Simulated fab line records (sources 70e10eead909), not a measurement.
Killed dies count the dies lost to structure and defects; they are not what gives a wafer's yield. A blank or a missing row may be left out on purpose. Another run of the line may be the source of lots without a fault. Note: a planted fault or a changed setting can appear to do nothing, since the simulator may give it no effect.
What tool caused it? + flow nandHarc + route of 1302 steps, sampled at 1 step: 6 lots, 18 wafers

WHAT THE GAUGES SHOWED, per wafer
NHARC_P_M0_THK_MEAS_24: measures by xrf.
| lot  | measured     | on           | thkNm (nm)        |
|------|--------------|--------------|-------------------|
| L989 | day 6 13:32  | filmMetro-02 | 117.4 118.2 120.1 |
| L994 | day 8 15:25  | filmMetro-02 | 118.5 117.4 120.3 |
| L101 | day 11 09:08 | filmMetro-02 | 116.9 116.8 117.2 |
| L102 | day 12 08:04 | filmMetro-01 | 118.9 117.7 115.2 |
| L105 | day 13 09:24 | filmMetro-01 | 118.2 118.6 116.8 |
| L109 | day 14 16:49 | filmMetro-01 | 115.7 118.7 114.8 |

EACH LOT AND THE TOOL THAT RAN IT (in order: tool; ch and the chambers of the sampled wafers; start)
The record shows no process step preceding these readings.

THE ANSWER, worked out from the rows above alone
Rule: what is usual is taken from the lots themselves. The widest of any qualifying gaps counts: lots, ordered by their means at a reading, are off when they make up no more than a third of the lots, leave a main group of 4 or more, and stand apart from it by 3 or more times the standard deviation of that group's means. A main group whose means are all the same, to the digits that the tables above print for the reading, isn't used. A lot without any number at a reading at which 4 lots or more have one is off too. Any other lot the step has rows for is counted as sound.
Across all readings shown, no lot is off: no conclusion can be drawn from this.

WHAT THE SIMULATOR PUT IN
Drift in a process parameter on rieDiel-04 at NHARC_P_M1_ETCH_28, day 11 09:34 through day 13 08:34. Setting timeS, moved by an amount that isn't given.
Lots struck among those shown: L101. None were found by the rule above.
